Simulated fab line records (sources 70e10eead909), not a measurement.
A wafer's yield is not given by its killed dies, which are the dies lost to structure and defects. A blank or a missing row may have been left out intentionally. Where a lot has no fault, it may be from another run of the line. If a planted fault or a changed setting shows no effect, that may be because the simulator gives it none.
Which of the tools did it? | flow nand_harc | Sampling: 24 lots, 72 wafers, 6 of 1159 route steps

## WHAT THE GAUGES SHOWED, per wafer
The record holds no reading of a measuring or inspecting step that can be judged against a usual standard deviation.

## TOOL THAT RAN EACH LOT (tool first, then ch and the chambers of the sampled wafers, then the start)
lot  | NHARC_A_STAIRCASE_ETCH_232                    | NHARC_A_STAIRCASE_STRIP_238          | NHARC_A_STAIRCASE_ETCH_452                    | NHARC_A_STAIRCASE_HM_DEP_462  | NHARC_A_STAIRCASE_STRIP_316                   | NHARC_A_STAIRCASE_ALD_415
L074 | rie_diel-01 ch 1,2,3, day 11 11:20 or earlier | plasma_asher-02 ch 0,1, day 11 11:20 | rie_diel-08 ch 1,2,3, day 11 21:37 or earlier | acl_dep-03 ch 0, day 11 21:37 | rie_diel-01 ch 2,3, day 12 02:26 or earlier   | ald_hk-01 ch 2,3, day 12 02:26
L075 | rie_diel-08 ch 0,1,3, day 11 12:11 or earlier | plasma_asher-02 ch 0,1, day 11 12:11 | rie_diel-03 ch 0,1, day 11 23:27 or earlier   | acl_dep-03 ch 0, day 11 23:27 | rie_diel-01 ch 1,2, day 12 04:14 or earlier   | ald_hk-03 ch 0,1,3, day 12 04:14
L077 | rie_diel-08 ch 0,1,3, day 11 13:34 or earlier | plasma_asher-01 ch 0,1, day 11 13:34 | rie_diel-03 ch 0,1,2, day 12 01:28 or earlier | acl_dep-01 ch 0, day 12 01:28 | rie_diel-01 ch 1,2,3, day 12 06:05 or earlier | ald_hk-04 ch 0,1,3, day 12 06:05
L076 | rie_diel-08 ch 0,2,3, day 11 21:56 or earlier | plasma_asher-01 ch 0,1, day 11 21:56 | rie_diel-03 ch 0,2,3, day 12 06:44 or earlier | acl_dep-01 ch 0, day 12 06:44 | rie_diel-08 ch 1,2,3, day 12 12:58 or earlier | ald_hk-04 ch 0,1,2, day 12 12:58
L078 | rie_diel-08 ch 0,1, day 12 00:09 or earlier   | plasma_asher-02 ch 0,1, day 12 00:09 | rie_diel-01 ch 0,2,3, day 12 08:25 or earlier | acl_dep-02 ch 0, day 12 08:25 | rie_diel-01 ch 0,3, day 12 13:10 or earlier   | ald_hk-01 ch 1,2, day 12 13:10
L079 | rie_diel-08 ch 0,1,2, day 12 02:01 or earlier | plasma_asher-01 ch 0,1, day 12 02:01 | rie_diel-08 ch 0,1,2, day 12 09:59 or earlier | acl_dep-02 ch 0, day 12 09:59 | rie_diel-03 ch 1,2,3, day 12 14:43 or earlier | ald_hk-04 ch 0,1, day 12 14:43
L080 | rie_diel-03 ch 0,2,3, day 13 00:50 or earlier | plasma_asher-02 ch 0,1, day 13 00:50 | rie_diel-08 ch 0,2,3, day 13 09:20 or earlier | acl_dep-03 ch 0, day 13 09:20 | rie_diel-08 ch 0,1,2, day 13 14:26 or earlier | ald_hk-03 ch 0,2,3, day 13 14:26
L082 | rie_diel-03 ch 0,1,2, day 13 08:49 or earlier | plasma_asher-02 ch 0,1, day 13 08:49 | rie_diel-01 ch 0,1,3, day 13 21:43 or earlier | acl_dep-01 ch 0, day 13 21:43 | rie_diel-08 ch 0,1,2, day 14 02:43 or earlier | ald_hk-03 ch 1,2, day 14 02:43
L081 | rie_diel-03 ch 0,1,3, day 13 09:21 or earlier | plasma_asher-01 ch 0,1, day 13 09:21 | rie_diel-03 ch 1,3, day 13 20:02 or earlier   | acl_dep-03 ch 0, day 13 20:02 | rie_diel-08 ch 0,1,3, day 14 01:08 or earlier | ald_hk-01 ch 0,2,3, day 14 01:08
L084 | rie_diel-03 ch 0,2, day 13 14:25 or earlier   | plasma_asher-02 ch 0,1, day 13 14:25 | rie_diel-01 ch 0,1, day 13 23:31 or earlier   | acl_dep-02 ch 0, day 13 23:31 | rie_diel-03 ch 0,2,3, day 14 05:35 or earlier | ald_hk-01 ch 0,3, day 14 05:35
L083 | rie_diel-01 ch 1,2,3, day 13 15:09 or earlier | plasma_asher-01 ch 0,1, day 13 15:09 | rie_diel-01 ch 0,3, day 14 01:14 or earlier   | acl_dep-03 ch 0, day 14 01:14 | rie_diel-01 ch 0,2,3, day 14 06:52 or earlier | ald_hk-03 ch 1,2,3, day 14 06:52
L089 | rie_diel-08 ch 1,2,3, day 14 10:40 or earlier | plasma_asher-02 ch 0,1, day 14 10:40 | rie_diel-08 ch 0,1, day 14 19:50 or earlier   | acl_dep-01 ch 0, day 14 19:50 | rie_diel-08 ch 0,2, day 15 00:55 or earlier   | ald_hk-01 ch 0,2, day 15 00:55
L085 | rie_diel-08 ch 0,2,3, day 14 11:25 or earlier | plasma_asher-01 ch 0,1, day 14 11:25 | rie_diel-03 ch 0,2,3, day 14 20:04 or earlier | acl_dep-02 ch 0, day 14 20:04 | rie_diel-01 ch 1,2,3, day 15 00:49 or earlier | ald_hk-04 ch 1,2,3, day 15 00:49
L086 | rie_diel-08 ch 0,2,3, day 14 14:52 or earlier | plasma_asher-01 ch 0,1, day 14 14:52 | rie_diel-03 ch 0,1, day 15 00:00 or earlier   | acl_dep-03 ch 0, day 15 00:00 | rie_diel-08 ch 0,1, day 15 05:08 or earlier   | ald_hk-01 ch 1,3, day 15 05:08
L087 | rie_diel-03 ch 0,1,3, day 14 17:23 or earlier | plasma_asher-01 ch 0,1, day 14 17:23 | rie_diel-03 ch 0,1,3, day 15 01:59 or earlier | acl_dep-02 ch 0, day 15 01:59 | rie_diel-03 ch 0,1,2, day 15 06:47 or earlier | ald_hk-01 ch 0,2,3, day 15 06:47
L088 | rie_diel-08 ch 0,1, day 14 20:32 or earlier   | plasma_asher-01 ch 0,1, day 14 20:32 | rie_diel-08 ch 0,2, day 15 03:53 or earlier   | acl_dep-02 ch 0, day 15 03:53 | rie_diel-08 ch 0,1, day 15 10:38 or earlier   | ald_hk-03 ch 0,1,2, day 15 10:38
L090 | rie_diel-01 ch 1,3, day 15 05:38 or earlier   | plasma_asher-02 ch 0,1, day 15 05:38 | rie_diel-08 ch 0,1,3, day 15 14:27 or earlier | acl_dep-03 ch 0, day 15 14:27 | rie_diel-01 ch 0,1,3, day 15 19:23 or earlier | ald_hk-03 ch 0,3, day 15 19:23
L091 | rie_diel-03 ch 0,1,2, day 15 10:36 or earlier | plasma_asher-02 ch 0,1, day 15 10:36 | rie_diel-08 ch 1,2,3, day 15 19:45 or earlier | acl_dep-03 ch 0, day 15 19:45 | rie_diel-01 ch 1,2,3, day 16 00:56 or earlier | ald_hk-01 ch 0,2,3, day 16 00:56
L092 | rie_diel-08 ch 1,2, day 15 20:04 or earlier   | plasma_asher-02 ch 0,1, day 15 20:04 | rie_diel-08 ch 0,1, day 16 11:30 or earlier   | acl_dep-03 ch 0, day 16 11:30 | rie_diel-03 ch 1,2, day 16 16:05 or earlier   | ald_hk-01 ch 1,2,3, day 16 16:05
L094 | rie_diel-08 ch 0,2,3, day 16 01:30 or earlier | plasma_asher-01 ch 0,1, day 16 01:30 | rie_diel-08 ch 0,2,3, day 17 00:55 or earlier | acl_dep-01 ch 0, day 17 00:55 | rie_diel-03 ch 0,1,3, day 17 05:36 or earlier | ald_hk-01 ch 0,1,2, day 17 05:36
L093 | rie_diel-01 ch 2,3, day 16 05:25 or earlier   | plasma_asher-01 ch 0,1, day 16 05:25 | rie_diel-01 ch 1,2,3, day 17 03:07 or earlier | acl_dep-03 ch 0, day 17 03:07 | rie_diel-08 ch 0,1,3, day 17 07:09 or earlier | ald_hk-01 ch 0,1, day 17 07:09
L095 | rie_diel-08 ch 0,2,3, day 16 08:57 or earlier | plasma_asher-01 ch 0,1, day 16 08:57 | rie_diel-08 ch 0,1, day 17 04:47 or earlier   | acl_dep-01 ch 0, day 17 04:47 | rie_diel-01 ch 0,2,3, day 17 08:23            | ald_hk-03 ch 0,3, day 17 09:28
L096 | rie_diel-01 ch 0,1,3, day 16 09:14 or earlier | plasma_asher-01 ch 0,1, day 16 09:14 | rie_diel-03 ch 0,1,2, day 17 06:34 or earlier | acl_dep-03 ch 0, day 17 06:34 | rie_diel-08 ch 0,2,3, day 17 11:06 or earlier | ald_hk-04 ch 0,1,2, day 17 11:06
L097 | rie_diel-08 ch 0,1,2, day 17 07:39 or earlier | plasma_asher-02 ch 0,1, day 17 07:39 | rie_diel-01 ch 0,2,3, day 17 20:15 or earlier | acl_dep-03 ch 0, day 17 20:15 | rie_diel-08 ch 2,3, day 18 01:09 or earlier   | ald_hk-04 ch 0,1,2, day 18 01:09
- NHARC_A_STAIRCASE_ETCH_232: etches the open film in C4F8/O2, target depth 100 nm, time 40.5 s.
- NHARC_A_STAIRCASE_STRIP_238: strips in O2.
- NHARC_A_STAIRCASE_ETCH_452: etches the open film in CF4/O2, target depth 30 nm, overetch 3 nm, time 16.5 s.
- NHARC_A_STAIRCASE_HM_DEP_462: deposits aC, target thk 800 nm.
- NHARC_A_STAIRCASE_STRIP_316: strips in O2.
- NHARC_A_STAIRCASE_ALD_415: deposits SiO2, target thk 30 nm, pulse time 6 s, ald cycles 300.

## AS READ BY THE TOOLS THEMSELVES (means over the sampled wafers that have a number; for cases with no such wafer, the mark the record gives instead)
NHARC_A_STAIRCASE_ETCH_232. Usual: bias_w 1000 W, standard deviation 3; oes_product_au 0.954 a.u., standard deviation 0.019; rf_vpp_V 896 V, standard deviation 4.8.
lot  | tool        | bias_w (W) | oes_product_au (a.u.) | rf_vpp_V (V) | flag
L074 | rie_diel-01 | 999        | 0.932                 | 904          |
L075 | rie_diel-08 | 999        | 0.955                 | 893          |
L077 | rie_diel-08 | 1002       | 0.973                 | 893          |
L076 | rie_diel-08 | 1004       | 0.951                 | 895          |
L078 | rie_diel-08 | 1001       | 0.949                 | 894          |
L079 | rie_diel-08 | 1001       | 0.964                 | 896          |
L080 | rie_diel-03 | 1001       | 0.960                 | 897          |
L082 | rie_diel-03 | 1003       | 0.962                 | 897          |
L081 | rie_diel-03 | 1000       | 0.936                 | 896          |
L084 | rie_diel-03 | 998        | 0.971                 | 898          |
L083 | rie_diel-01 | 1002       | 0.909                 | 903          |
L089 | rie_diel-08 | 1002       | 0.947                 | 893          |
L085 | rie_diel-08 | 1001       | 0.964                 | 894          |
L086 | rie_diel-08 | 997        | 0.973                 | 895          |
L087 | rie_diel-03 | 1002       | 0.951                 | 894          |
L088 | rie_diel-08 | 998        | 0.972                 | 894          |
L090 | rie_diel-01 | 999        | 0.941                 | 902          |
L091 | rie_diel-03 | 998        | 0.959                 | 896          |
L092 | rie_diel-08 | 998        | 0.967                 | 896          |
L094 | rie_diel-08 | 1000       | 0.964                 | 895          |
L093 | rie_diel-01 | 996        | 0.933                 | 902          |
L095 | rie_diel-08 | 1002       | 0.977                 | 895          |
L096 | rie_diel-01 | 1000       | 0.946                 | 904          |
L097 | rie_diel-08 | 1000       | 0.963                 | 894          |

NHARC_A_STAIRCASE_STRIP_238. Usual: drypump_motor_current_A 5.61 A, standard deviation 0.27; heater_power_w 344 W, standard deviation 45.
lot  | tool            | drypump_motor_current_A (A) | heater_power_w (W) | flag
L074 | plasma_asher-02 | 5.57                        | 358                |
L075 | plasma_asher-02 | 5.57                        | 367                |
L077 | plasma_asher-01 | 5.48                        | 333                |
L076 | plasma_asher-01 | 5.50                        | 332                |
L078 | plasma_asher-02 | 5.56                        | 360                |
L079 | plasma_asher-01 | 5.63                        | 367                |
L080 | plasma_asher-02 | 5.56                        | 360                |
L082 | plasma_asher-02 | 5.78                        | 336                |
L081 | plasma_asher-01 | 5.50                        | 319                |
L084 | plasma_asher-02 | 5.78                        | 336                |
L083 | plasma_asher-01 | 5.49                        | 317                |
L089 | plasma_asher-02 | 5.57                        | 361                |
L085 | plasma_asher-01 | 5.51                        | 317                |
L086 | plasma_asher-01 | 5.64                        | 349                |
L087 | plasma_asher-01 | 5.50                        | 320                |
L088 | plasma_asher-01 | 5.49                        | 317                |
L090 | plasma_asher-02 | 5.56                        | 365                |
L091 | plasma_asher-02 | 5.78                        | 331                |
L092 | plasma_asher-02 | 5.78                        | 340                |
L094 | plasma_asher-01 | 5.63                        | 353                |
L093 | plasma_asher-01 | 5.63                        | 349                |
L095 | plasma_asher-01 | 5.60                        | 352                |
L096 | plasma_asher-01 | 5.50                        | 320                |
L097 | plasma_asher-02 | 5.79                        | 355                |

NHARC_A_STAIRCASE_ETCH_452. Usual: bias_w 100.0 W, standard deviation 0.32; drypump_motor_current_A 5.9 A, standard deviation 0.42; oes_product_au 1.005 a.u., standard deviation 0.014; rf_vpp_V 197.8 V, standard deviation 1.4; showerhead_plenum_p_Torr 1.33 Torr, standard deviation 0.053; throttle_valve_pct 13.397 %, standard deviation 0.0099.
lot  | tool        | bias_w (W) | drypump_motor_current_A (A) | oes_product_au (a.u.) | rf_vpp_V (V) | showerhead_plenum_p_Torr (Torr) | throttle_valve_pct (%) | flag
L074 | rie_diel-08 | 100.0      | 6.3                         | 1.021                 | 196.9        | 1.31                            | 13.403                 |
L075 | rie_diel-03 | 100.1      | 5.7                         | 1.004                 | 197.5        | 1.32                            | 13.387                 |
L077 | rie_diel-03 | 100.1      | 5.6                         | 1.019                 | 198.2        | 1.34                            | 13.395                 |
L076 | rie_diel-03 | 100.0      | 5.6                         | 1.011                 | 198.9        | 1.35                            | 13.407                 |
L078 | rie_diel-01 | 99.6       | 5.8                         | 0.998                 | 199.0        | 1.35                            | 13.391                 |
L079 | rie_diel-08 | 99.9       | 6.1                         | 1.008                 | 197.3        | 1.33                            | 13.393                 |
L080 | rie_diel-08 | 99.9       | 6.3                         | 1.021                 | 197.2        | 1.32                            | 13.408                 |
L082 | rie_diel-01 | 100.1      | 5.4                         | 0.989                 | 197.6        | 1.35                            | 13.401                 |
L081 | rie_diel-03 | 99.9       | 5.7                         | 0.993                 | 197.0        | 1.31                            | 13.393                 |
L084 | rie_diel-01 | 100.2      | 5.6                         | 0.994                 | 196.9        | 1.30                            | 13.410                 |
L083 | rie_diel-01 | 99.9       | 5.3                         | 1.002                 | 198.4        | 1.34                            | 13.389                 |
L089 | rie_diel-08 | 100.2      | 6.1                         | 1.003                 | 197.3        | 1.32                            | 13.395                 |
L085 | rie_diel-03 | 100.1      | 5.6                         | 1.006                 | 197.7        | 1.35                            | 13.400                 |
L086 | rie_diel-03 | 100.4      | 5.7                         | 1.001                 | 198.3        | 1.34                            | 13.398                 |
L087 | rie_diel-03 | 100.0      | 5.7                         | 0.998                 | 196.8        | 1.32                            | 13.396                 |
L088 | rie_diel-08 | 99.9       | 6.2                         | 1.018                 | 198.0        | 1.34                            | 13.391                 |
L090 | rie_diel-08 | 100.0      | 6.2                         | 1.011                 | 196.8        | 1.30                            | 13.394                 |
L091 | rie_diel-08 | 99.9       | 6.2                         | 1.010                 | 197.2        | 1.30                            | 13.407                 |
L092 | rie_diel-08 | 99.7       | 6.1                         | 1.003                 | 196.3        | 1.32                            | 13.391                 |
L094 | rie_diel-08 | 100.1      | 6.3                         | 1.016                 | 198.6        | 1.32                            | 13.404                 |
L093 | rie_diel-01 | 100.1      | 5.5                         | 0.989                 | 198.6        | 1.41                            | 13.385                 |
L095 | rie_diel-08 | 100.1      | 6.1                         | 1.001                 | 196.6        | 1.30                            | 13.397                 |
L096 | rie_diel-03 | 100.1      | 5.6                         | 0.997                 | 197.8        | 1.33                            | 13.401                 |
L097 | rie_diel-01 | 99.9       | 5.8                         | 0.987                 | 199.7        | 1.41                            | 13.394                 |

NHARC_A_STAIRCASE_HM_DEP_462. Usual: 35.000 % for throttle_valve_pct, sd 0.0087.
lot  | tool       | throttle_valve_pct (%) | flag
L074 | acl_dep-03 | 34.995                 |
L075 | acl_dep-03 | 34.991                 |
L077 | acl_dep-01 | 35.004                 |
L076 | acl_dep-01 | 34.994                 |
L078 | acl_dep-02 | 35.001                 |
L079 | acl_dep-02 | 35.004                 |
L080 | acl_dep-03 | 34.996                 |
L082 | acl_dep-01 | 34.999                 |
L081 | acl_dep-03 | 34.998                 |
L084 | acl_dep-02 | 35.002                 |
L083 | acl_dep-03 | 35.006                 |
L089 | acl_dep-01 | 34.998                 |
L085 | acl_dep-02 | 34.990                 |
L086 | acl_dep-03 | 35.011                 |
L087 | acl_dep-02 | 34.994                 |
L088 | acl_dep-02 | 35.005                 |
L090 | acl_dep-03 | 35.000                 |
L091 | acl_dep-03 | 34.997                 |
L092 | acl_dep-03 | 35.006                 |
L094 | acl_dep-01 | 35.008                 |
L093 | acl_dep-03 | 35.002                 |
L095 | acl_dep-01 | 34.995                 |
L096 | acl_dep-03 | 35.001                 |
L097 | acl_dep-03 | 34.997                 |

NHARC_A_STAIRCASE_STRIP_316. Usual: drypump_motor_current_A 5.9 A, standard deviation 0.47; oes_product_au 1.003 a.u., standard deviation 0.015; rf_vpp_V 57.8 V, standard deviation 0.91; showerhead_plenum_p_Torr 3.56 Torr, standard deviation 0.15; throttle_valve_pct 17.036 %, standard deviation 0.0091.
lot  | tool        | drypump_motor_current_A (A) | oes_product_au (a.u.) | rf_vpp_V (V) | showerhead_plenum_p_Torr (Torr) | throttle_valve_pct (%) | flag
L074 | rie_diel-01 | 5.5                         | 0.993                 | 58.5         | 3.70                            | 17.045                 |
L075 | rie_diel-01 | 5.6                         | 0.979                 | 58.4         | 3.76                            | 17.039                 |
L077 | rie_diel-01 | 5.5                         | 0.987                 | 58.3         | 3.73                            | 17.035                 |
L076 | rie_diel-08 | 6.3                         | 1.013                 | 57.5         | 3.46                            | 17.033                 |
L078 | rie_diel-01 | 5.4                         | 0.999                 | 57.8         | 3.54                            | 17.039                 |
L079 | rie_diel-03 | 5.6                         | 0.997                 | 57.5         | 3.51                            | 17.025                 |
L080 | rie_diel-08 | 6.2                         | 1.017                 | 57.7         | 3.51                            | 17.040                 |
L082 | rie_diel-08 | 6.2                         | 1.016                 | 57.8         | 3.51                            | 17.045                 |
L081 | rie_diel-08 | 6.3                         | 1.020                 | 58.1         | 3.44                            | 17.036                 |
L084 | rie_diel-03 | 5.6                         | 1.001                 | 57.8         | 3.56                            | 17.035                 |
L083 | rie_diel-01 | 5.7                         | 0.998                 | 58.4         | 3.55                            | 17.031                 |
L089 | rie_diel-08 | 6.2                         | 1.018                 | 57.2         | 3.54                            | 17.041                 |
L085 | rie_diel-01 | 5.6                         | 0.993                 | 57.9         | 3.72                            | 17.041                 |
L086 | rie_diel-08 | 6.1                         | 1.003                 | 57.1         | 3.49                            | 17.040                 |
L087 | rie_diel-03 | 5.6                         | 1.006                 | 58.1         | 3.54                            | 17.036                 |
L088 | rie_diel-08 | 6.1                         | 1.008                 | 56.0         | 3.45                            | 17.036                 |
L090 | rie_diel-01 | 5.4                         | 0.994                 | 58.3         | 3.75                            | 17.045                 |
L091 | rie_diel-01 | 5.5                         | 0.995                 | 57.9         | 3.71                            | 17.035                 |
L092 | rie_diel-03 | 5.6                         | 1.004                 | 56.6         | 3.48                            | 17.035                 |
L094 | rie_diel-03 | 5.7                         | 0.994                 | 57.4         | 3.49                            | 17.034                 |
L093 | rie_diel-08 | 6.3                         | 1.007                 | 57.6         | 3.42                            | 17.034                 |
L095 | rie_diel-01 | 5.7                         | 0.987                 | 59.0         | 3.72                            | 17.036                 |
L096 | rie_diel-08 | 6.3                         | 1.014                 | 57.4         | 3.48                            | 17.037                 |
L097 | rie_diel-08 | 6.3                         | 1.012                 | 57.6         | 3.49                            | 17.038                 |

NHARC_A_STAIRCASE_ALD_415. Usual: heater_power_w 457 W, standard deviation 42; precursor_pulse_height_rel 1.002, standard deviation 0.021.
lot  | tool      | heater_power_w (W) | precursor_pulse_height_rel | flag
L074 | ald_hk-01 | 423                | 0.990                      |
L075 | ald_hk-03 | 427                | 0.989                      |
L077 | ald_hk-04 | 475                | 0.997                      |
L076 | ald_hk-04 | 499                | 0.990                      |
L078 | ald_hk-01 | 399                | 1.016                      |
L079 | ald_hk-04 | 463                | 0.984                      |
L080 | ald_hk-03 | 439                | 0.995                      |
L082 | ald_hk-03 | 457                | 0.994                      |
L081 | ald_hk-01 | 451                | 0.976                      |
L084 | ald_hk-01 | 487                | 0.995                      |
L083 | ald_hk-03 | 442                | 1.024                      |
L089 | ald_hk-01 | 436                | 1.002                      |
L085 | ald_hk-04 | 517                | 0.995                      |
L086 | ald_hk-01 | 460                | 0.986                      |
L087 | ald_hk-01 | 459                | 0.987                      |
L088 | ald_hk-03 | 448                | 1.002                      |
L090 | ald_hk-03 | 442                | 1.005                      |
L091 | ald_hk-01 | 464                | 1.007                      |
L092 | ald_hk-01 | 435                | 1.001                      |
L094 | ald_hk-01 | 446                | 1.001                      |
L093 | ald_hk-01 | 452                | 1.004                      |
L095 | ald_hk-03 | 440                | 0.999                      |
L096 | ald_hk-04 | 503                | 1.023                      |
L097 | ald_hk-04 | 505                | 0.993                      |

## THE ANSWER, worked out from the rows above alone
Rule: a lot counts as off when the mean over its wafers that have a number is more than 3 standard deviations away from the usual mean. A lot without any number at a reading at which 4 lots or more have one is off too. The other lots that the step has rows for count as sound. After the gauges, taken in route order, come the tools' own readings; for these a lot's mean is taken, as printed above. At the first step where some lot is off, the reading lying furthest off is the one used; lots without a number count as furthest.
Across all readings shown, no lot is off: no conclusion can be drawn from this.

## WHAT THE SIMULATOR HAD INSERTED
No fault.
